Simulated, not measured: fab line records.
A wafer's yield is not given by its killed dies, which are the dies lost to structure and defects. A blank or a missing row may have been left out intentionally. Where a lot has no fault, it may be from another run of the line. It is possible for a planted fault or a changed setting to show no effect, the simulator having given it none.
Which of the tools did it?	flow nand-harc	Sampling: 21 lots, 63 wafers, 6 of 1302 route steps

== WHAT EACH GAUGE READ, for each wafer ==
The record lacks any reading of a measuring or inspecting step that a usual standard deviation could be used to judge.

== WHICH TOOL RAN EACH LOT (tool, then ch and the chambers of the sampled wafers, then the start) ==
lot	NHARC_A_CHANNEL_HOLE_D2_ETCH_39	NHARC_A_CHANNEL_HOLE_D2_ETCH_21	NHARC_A_CHANNEL_HOLE_D2_ETCH_25	NHARC_A_STAIRCASE_TRIM_20	NHARC_A_STAIRCASE_ETCH_190	NHARC_A_STAIRCASE_TRIM_191
L074	rie-diel-05 ch 1,3, day 13 11:10 or earlier	har-etch-02 ch 0,1, day 13 11:10	har-etch-02 ch 0,1, day 13 13:38	rie-diel-04 ch 1,3, day 15 20:44	rie-diel-12 ch 1,2,3, no start	rie-diel-12 ch 1,3, no start
L075	rie-diel-03 ch 1,2,3, day 13 11:56 or earlier	har-etch-01 ch 0,1, day 13 11:56	har-etch-01 ch 0,1, day 13 14:25	rie-diel-12 ch 1,2,3, day 15 21:04	rie-diel-02 ch 0,1,2, no start	rie-diel-02 ch 0,1,3, no start
L076	rie-diel-05 ch 1,2, day 14 11:27 or earlier	har-etch-01 ch 0,1, day 14 11:27	har-etch-01 ch 0,1, day 14 13:55	rie-diel-04 ch 0,1, day 16 20:39	rie-diel-12 ch 1,3, no start	rie-diel-12 ch 0,3, no start
L078	rie-diel-05 ch 1,2, day 14 19:53 or earlier	har-etch-01 ch 0,1, day 14 19:53	har-etch-01 ch 0,1, day 14 22:30	rie-diel-02 ch 0,3, day 17 05:02	rie-diel-02 ch 0,2,3, no start	rie-diel-02 ch 1,2, no start
L079	rie-diel-07 ch 0,1,2, day 14 20:17 or earlier	har-etch-02 ch 0,1, day 14 20:17	har-etch-02 ch 0,1, day 14 22:44	rie-diel-04 ch 1,3, day 17 08:52	rie-diel-12 ch 1,2,3, no start	rie-diel-12 ch 0,1,3, no start
L077	rie-diel-03 ch 1,2,3, day 15 00:07 or earlier	har-etch-01 ch 0,1, day 15 00:07	har-etch-01 ch 0,1, day 15 02:50	rie-diel-12 ch 0,2,3, day 17 09:14	rie-diel-04 ch 0,2,3, no start	rie-diel-04 ch 0,2,3, no start
L080	rie-diel-05 ch 0,2,3, day 15 18:02 or earlier	har-etch-02 ch 0,1, day 15 18:02	har-etch-02 ch 0,1, day 15 20:31	rie-diel-02 ch 0,3, day 18 05:42	rie-diel-12 ch 0,1,3, no start	rie-diel-12 ch 0,1,3, no start
L081	rie-diel-07 ch 2,3, day 16 00:41 or earlier	har-etch-02 ch 0,1, day 16 00:41	har-etch-02 ch 0,1, day 16 03:18	rie-diel-04 ch 0,1,2, day 18 16:46	rie-diel-04 ch 0,1,2, no start	rie-diel-04 ch 1,2,3, no start
L082	rie-diel-07 ch 2,3, day 16 13:04 or earlier	har-etch-02 ch 0,1, day 16 13:04	har-etch-02 ch 0,1, day 16 15:46	rie-diel-02 ch 0,1,2, day 18 23:22	rie-diel-04 ch 0,1,2, no start	rie-diel-04 ch 2,3, no start
L084	rie-diel-07 ch 0,2, day 17 10:03 or earlier	har-etch-01 ch 0,1, day 17 10:03	har-etch-01 ch 0,1, day 17 12:31	rie-diel-02 ch 0,1, day 19 21:35	rie-diel-12 ch 2,3, no start	rie-diel-12 ch 0,2, no start
L086	rie-diel-07 ch 0,2,3, day 18 11:48 or earlier	har-etch-02 ch 0,1, day 18 11:48	har-etch-02 ch 0,1, day 18 14:16	rie-diel-02 ch 0,1, day 20 22:31	rie-diel-12 ch 0,2,3, no start	rie-diel-12 ch 0,1,2, no start
L087	rie-diel-03 ch 2,3, day 18 17:39 or earlier	har-etch-02 ch 0, day 18 17:39	har-etch-02 ch 0, day 18 20:07	rie-diel-02 ch 0,2,3, day 21 06:21	rie-diel-12 ch 0,1,3, no start	rie-diel-12 ch 1,2, no start
L089	rie-diel-07 ch 1,2, day 19 13:11 or earlier	har-etch-02 ch 0,1, day 19 13:11	har-etch-02 ch 0,1, day 19 15:48	rie-diel-02 ch 1,2,3, day 22 01:21	rie-diel-04 ch 0,2,3, no start	rie-diel-04 ch 0,1, no start
L088	rie-diel-03 ch 2,3, day 19 17:22 or earlier	har-etch-02 ch 0,1, day 19 17:22	har-etch-02 ch 0,1, day 19 19:58	rie-diel-12 ch 0,1,3, day 22 00:01	rie-diel-02 ch 2,3, no start	rie-diel-02 ch 1,2,3, no start
L091	rie-diel-07 ch 1,2, day 20 00:16 or earlier	har-etch-01 ch 0,1, day 20 00:16	har-etch-01 ch 0,1, day 20 02:43	rie-diel-12 ch 1,2,3, day 22 11:46	rie-diel-04 ch 1,2, no start	rie-diel-04 ch 0,1,2, no start
L090	rie-diel-03 ch 2,3, day 20 02:22 or earlier	har-etch-02 ch 0,1, day 20 02:22	har-etch-02 ch 0,1, day 20 04:55	rie-diel-04 ch 0,1, day 22 12:23	rie-diel-12 ch 0,1,2, no start	rie-diel-12 ch 0,3, no start
L093	rie-diel-05 ch 0,1,3, day 20 18:20 or earlier	har-etch-01 ch 0,1, day 20 18:20	har-etch-01 ch 0,1, day 20 20:52	rie-diel-02 ch 0,1,3, day 23 04:27	rie-diel-12 ch 0,2,3, no start	rie-diel-12 ch 0,1,3, no start
L094	rie-diel-05 ch 0,1,3, day 21 14:23 or earlier	har-etch-02 ch 0,1, day 21 14:23	har-etch-02 ch 0,1, day 21 16:59	rie-diel-12 ch 0,1,2, day 24 00:32	rie-diel-12 ch 2,3, no start	rie-diel-12 ch 0,1,2, no start
L095	rie-diel-03 ch 0,2, day 22 07:31 or earlier	har-etch-02 ch 0,1, day 22 07:31	har-etch-02 ch 0,1, day 22 09:59	rie-diel-02 ch 0,1,3, day 24 18:06	rie-diel-04 ch 0,3, no start	rie-diel-04 ch 1,2, no start
L096	rie-diel-07 ch 0,1,3, day 22 11:02 or earlier	har-etch-01 ch 0,1, day 22 11:02	har-etch-01 ch 0,1, day 22 13:36	rie-diel-12 ch 0,3, day 24 17:49	rie-diel-02 ch 0,2,3, no start	rie-diel-02 ch 0,2,3, no start
L097	rie-diel-05 ch 1,2,3, day 23 09:41 or earlier	har-etch-01 ch 0,1, day 23 09:41	har-etch-01 ch 0,1, day 23 12:09	rie-diel-12 ch 0,1,3, day 25 17:10	rie-diel-12 ch 1,3, no start	rie-diel-12 ch 1,2, no start
- NHARC_A_CHANNEL_HOLE_D2_ETCH_39: etches the open film in N2/H2, target depth 260 nm, time 325 s.
- NHARC_A_CHANNEL_HOLE_D2_ETCH_21: etches the open film in C4F8/O2/Ar, time 514.3 s, target depth 1600 nm.
- NHARC_A_CHANNEL_HOLE_D2_ETCH_25: etches the open film in C4F8/O2/Ar, time 1040.2 s, target depth 1500 nm.
- NHARC_A_STAIRCASE_TRIM_20: chemistry O2, time 211.2 s.
- NHARC_A_STAIRCASE_ETCH_190: etches the open film in C4F8/O2, target depth 100 nm, time 40.5 s.
- NHARC_A_STAIRCASE_TRIM_191: chemistry O2, time 211.2 s.

== AS READ BY THE TOOLS THEMSELVES (means over the sampled wafers that have a number; for cases with no such wafer, the mark the record gives instead) ==
NHARC_A_CHANNEL_HOLE_D2_ETCH_39. Usual: drypump-motor-current-A 5.8 A, standard deviation 0.41; oes-product-au 1.001 a.u., standard deviation 0.0088; rf-vpp-V 430.0 V, standard deviation 2.1; showerhead-plenum-p-Torr 2.02 Torr, standard deviation 0.066; throttle-valve-pct 14.172 %, standard deviation 0.0096.
lot	tool	drypump-motor-current-A (A)	oes-product-au (a.u.)	rf-vpp-V (V)	showerhead-plenum-p-Torr (Torr)	throttle-valve-pct (%)	flag
L074	rie-diel-05	5.7	1.003	429.6	2.00	14.173	
L075	rie-diel-03	5.8	1.002	432.6	2.11	14.173	
L076	rie-diel-05	5.9	1.009	429.4	1.96	14.172	
L078	rie-diel-05	5.9	1.007	427.8	1.97	14.172	
L079	rie-diel-07	6.2	1.004	430.0	2.02	14.163	
L077	rie-diel-03	5.8	1.003	432.7	2.11	14.169	
L080	rie-diel-05	5.3	0.994	428.7	1.98	14.170	
L081	rie-diel-07	6.2	1.008	431.3	2.07	14.173	
L082	rie-diel-07	6.0	0.992	430.3	2.03	14.169	
L084	rie-diel-07	6.2	1.013	431.2	2.07	14.174	
L086	rie-diel-07	6.0	0.999	429.4	2.03	14.171	
L087	rie-diel-03	5.8	0.994	433.3	2.11	14.179	
L089	rie-diel-07	6.4	0.999	430.3	2.02	14.175	
L088	rie-diel-03	5.8	1.010	432.5	2.13	14.169	
L091	rie-diel-07	6.5	1.004	431.2	2.07	14.163	
L090	rie-diel-03	5.8	1.006	432.8	2.11	14.177	
L093	rie-diel-05	5.4	0.987	429.1	1.99	14.173	
L094	rie-diel-05	5.4	0.988	428.0	1.98	14.165	
L095	rie-diel-03	5.8	1.006	430.6	2.05	14.165	
L096	rie-diel-07	6.0	0.997	429.6	1.98	14.174	
L097	rie-diel-05	5.6	0.993	429.1	1.99	14.173	

NHARC_A_CHANNEL_HOLE_D2_ETCH_21. Usual: drypump-motor-current-A 5.8 A, standard deviation 0.31; oes-air-line-au 0.995 a.u., standard deviation 0.02; showerhead-plenum-p-Torr 3.73 Torr, standard deviation 0.15; throttle-valve-pct 32.155 %, standard deviation 0.0083.
lot	tool	drypump-motor-current-A (A)	oes-air-line-au (a.u.)	showerhead-plenum-p-Torr (Torr)	throttle-valve-pct (%)	flag
L074	har-etch-02	5.7	1.015	3.57	32.147	
L075	har-etch-01	5.6	0.982	3.69	32.153	
L076	har-etch-01	5.7	0.979	3.69	32.152	
L078	har-etch-01	5.6	0.997	3.68	32.152	
L079	har-etch-02	5.8	0.992	3.52	32.153	
L077	har-etch-01	5.6	0.988	3.68	32.154	
L080	har-etch-02	5.7	1.003	3.55	32.149	
L081	har-etch-02	5.7	0.995	3.55	32.164	
L082	har-etch-02	5.8	0.990	3.51	32.158	
L084	har-etch-01	6.0	0.973	3.66	32.159	
L086	har-etch-02	5.7	1.005	3.92	32.146	
L087	har-etch-02	5.9	0.998	3.92	32.151	
L089	har-etch-02	5.7	0.974	3.92	32.154	
L088	har-etch-02	5.7	1.023	3.92	32.156	
L091	har-etch-01	5.9	0.990	3.64	32.147	
L090	har-etch-02	5.7	1.010	3.91	32.155	
L093	har-etch-01	5.9	0.987	3.64	32.149	
L094	har-etch-02	5.7	0.977	3.90	32.153	
L095	har-etch-02	5.7	0.997	3.89	32.160	
L096	har-etch-01	6.0	1.013	3.62	32.162	
L097	har-etch-01	6.0	0.973	3.62	32.163	

NHARC_A_CHANNEL_HOLE_D2_ETCH_25. Usual: drypump-motor-current-A 5.8 A, standard deviation 0.31; oes-air-line-au 0.999 a.u., standard deviation 0.021; showerhead-plenum-p-Torr 3.72 Torr, standard deviation 0.15; throttle-valve-pct 32.235 %, standard deviation 0.0093.
lot	tool	drypump-motor-current-A (A)	oes-air-line-au (a.u.)	showerhead-plenum-p-Torr (Torr)	throttle-valve-pct (%)	flag
L074	har-etch-02	5.7	0.990	3.56	32.242	
L075	har-etch-01	5.7	0.991	3.69	32.225	
L076	har-etch-01	5.6	1.000	3.68	32.229	
L078	har-etch-01	5.7	0.993	3.68	32.236	
L079	har-etch-02	5.7	1.007	3.51	32.234	
L077	har-etch-01	5.7	0.999	3.68	32.233	
L080	har-etch-02	5.7	1.003	3.54	32.237	
L081	har-etch-02	5.7	0.989	3.54	32.237	
L082	har-etch-02	5.8	1.007	3.50	32.233	
L084	har-etch-01	6.0	1.003	3.66	32.228	
L086	har-etch-02	5.7	0.994	3.92	32.240	
L087	har-etch-02	5.9	0.972	3.92	32.242	
L089	har-etch-02	5.7	1.009	3.91	32.229	
L088	har-etch-02	5.7	0.993	3.91	32.238	
L091	har-etch-01	6.0	1.004	3.64	32.241	
L090	har-etch-02	5.7	0.991	3.90	32.244	
L093	har-etch-01	5.9	1.002	3.63	32.225	
L094	har-etch-02	5.7	1.000	3.89	32.236	
L095	har-etch-02	5.7	1.002	3.89	32.237	
L096	har-etch-01	5.9	0.988	3.62	32.230	
L097	har-etch-01	5.9	0.998	3.61	32.236	

NHARC_A_STAIRCASE_TRIM_20. Usual: drypump-motor-current-A 5.9 A, standard deviation 0.51; oes-product-au 1.001 a.u., standard deviation 0.011; rf-vpp-V 58.0 V, standard deviation 0.88; showerhead-plenum-p-Torr 3.59 Torr, standard deviation 0.14; throttle-valve-pct 17.037 %, standard deviation 0.0086.
lot	tool	drypump-motor-current-A (A)	oes-product-au (a.u.)	rf-vpp-V (V)	showerhead-plenum-p-Torr (Torr)	throttle-valve-pct (%)	flag
L074	rie-diel-04	6.1	0.988	58.2	3.44	17.038	
L075	rie-diel-12	6.0	1.002	57.0	3.57	17.037	
L076	rie-diel-04	5.5	1.011	58.1	3.57	17.043	
L078	rie-diel-02	6.0	1.001	58.7	3.64	17.036	
L079	rie-diel-04	6.1	0.997	58.1	3.75	17.033	
L077	rie-diel-12	5.7	0.999	57.6	3.45	17.043	
L080	rie-diel-02	6.3	0.999	57.7	3.63	17.038	
L081	rie-diel-04	5.9	1.002	58.2	3.68	17.030	
L082	rie-diel-02	5.8	0.993	57.8	3.56	17.040	
L084	rie-diel-02	5.6	0.997	58.0	3.56	17.045	
L086	rie-diel-02	5.6	0.992	58.5	3.55	17.044	
L087	rie-diel-02	5.9	0.989	58.0	3.59	17.039	
L089	rie-diel-02	5.4	0.997	57.9	3.55	17.044	
L088	rie-diel-12	6.1	1.001	58.6	3.69	17.035	
L091	rie-diel-12	6.0	1.016	58.2	3.55	17.034	
L090	rie-diel-04	5.6	1.005	57.5	3.55	17.036	
L093	rie-diel-02	5.7	0.998	57.4	3.58	17.038	
L094	rie-diel-12	5.9	1.013	57.7	3.59	17.027	
L095	rie-diel-02	5.8	0.996	57.5	3.57	17.037	
L096	rie-diel-12	5.9	1.013	58.2	3.69	17.044	
L097	rie-diel-12	6.2	1.017	58.4	3.67	17.039	

NHARC_A_STAIRCASE_ETCH_190. Usual: oes-product-au 0.946 a.u., standard deviation 0.012; rf-vpp-V 898 V, standard deviation 5.6.
lot	tool	oes-product-au (a.u.)	rf-vpp-V (V)	flag
L074	rie-diel-12	0.936	897	
L075	rie-diel-02	0.944	898	
L076	rie-diel-12	0.945	901	
L078	rie-diel-02	0.945	900	
L079	rie-diel-12	0.952	897	
L077	rie-diel-04	0.948	901	
L080	rie-diel-12	0.937	896	
L081	rie-diel-04	0.944	901	
L082	rie-diel-04	0.939	901	
L084	rie-diel-12	0.944	893	
L086	rie-diel-12	0.939	899	
L087	rie-diel-12	0.956	902	
L089	rie-diel-04	0.955	901	
L088	rie-diel-02	0.941	899	
L091	rie-diel-04	0.936	905	
L090	rie-diel-12	0.948	899	
L093	rie-diel-12	0.960	899	
L094	rie-diel-12	0.948	893	
L095	rie-diel-04	0.955	899	
L096	rie-diel-02	0.945	898	
L097	rie-diel-12	0.953	899	

NHARC_A_STAIRCASE_TRIM_191. Usual: drypump-motor-current-A 5.9 A, standard deviation 0.51; oes-product-au 1.002 a.u., standard deviation 0.01; rf-vpp-V 58.0 V, standard deviation 0.88; showerhead-plenum-p-Torr 3.60 Torr, standard deviation 0.15; throttle-valve-pct 17.037 %, standard deviation 0.008.
lot	tool	drypump-motor-current-A (A)	oes-product-au (a.u.)	rf-vpp-V (V)	showerhead-plenum-p-Torr (Torr)	throttle-valve-pct (%)	flag
L074	rie-diel-12	6.2	1.007	58.4	3.67	17.038	
L075	rie-diel-02	5.8	0.991	58.0	3.61	17.031	
L076	rie-diel-12	5.8	0.997	58.1	3.42	17.039	
L078	rie-diel-02	5.3	0.994	57.8	3.54	17.030	
L079	rie-diel-12	6.1	0.999	57.1	3.53	17.041	
L077	rie-diel-04	5.9	1.010	58.0	3.66	17.034	
L080	rie-diel-12	6.1	1.002	58.4	3.53	17.021	
L081	rie-diel-04	6.1	0.997	58.2	3.77	17.032	
L082	rie-diel-04	6.2	0.997	58.6	3.77	17.036	
L084	rie-diel-12	5.6	1.007	58.7	3.66	17.041	
L086	rie-diel-12	5.9	1.002	58.6	3.60	17.045	
L087	rie-diel-12	6.2	1.004	57.8	3.54	17.048	
L089	rie-diel-04	5.8	0.994	57.6	3.67	17.037	
L088	rie-diel-02	5.4	0.997	57.7	3.55	17.038	
L091	rie-diel-04	5.9	1.000	58.6	3.67	17.042	
L090	rie-diel-12	5.8	1.008	58.9	3.74	17.039	
L093	rie-diel-12	6.1	1.007	58.2	3.68	17.036	
L094	rie-diel-12	5.9	1.006	58.1	3.59	17.040	
L095	rie-diel-04	6.1	1.002	58.2	3.77	17.038	
L096	rie-diel-02	5.9	0.998	58.4	3.58	17.037	
L097	rie-diel-12	5.8	1.012	57.2	3.43	17.034	

== THE ANSWER, worked out from the rows above alone ==
Rule: a lot is off if the mean of its wafers that have a number lies more than 3 standard deviations from the usual mean. A lot without any number at a reading at which 4 lots or more have one is off too. All remaining lots with rows at the step are treated as sound. Order of review: gauges by route order, followed by the tools' own readings, for which a lot's mean as printed above is used. At the first step where some lot is off, the reading lying furthest off is the one used; lots without a number count as furthest.
Nothing can be told from this: no lot is off at any reading shown.

== WHAT THE SIMULATOR HAD INSERTED ==
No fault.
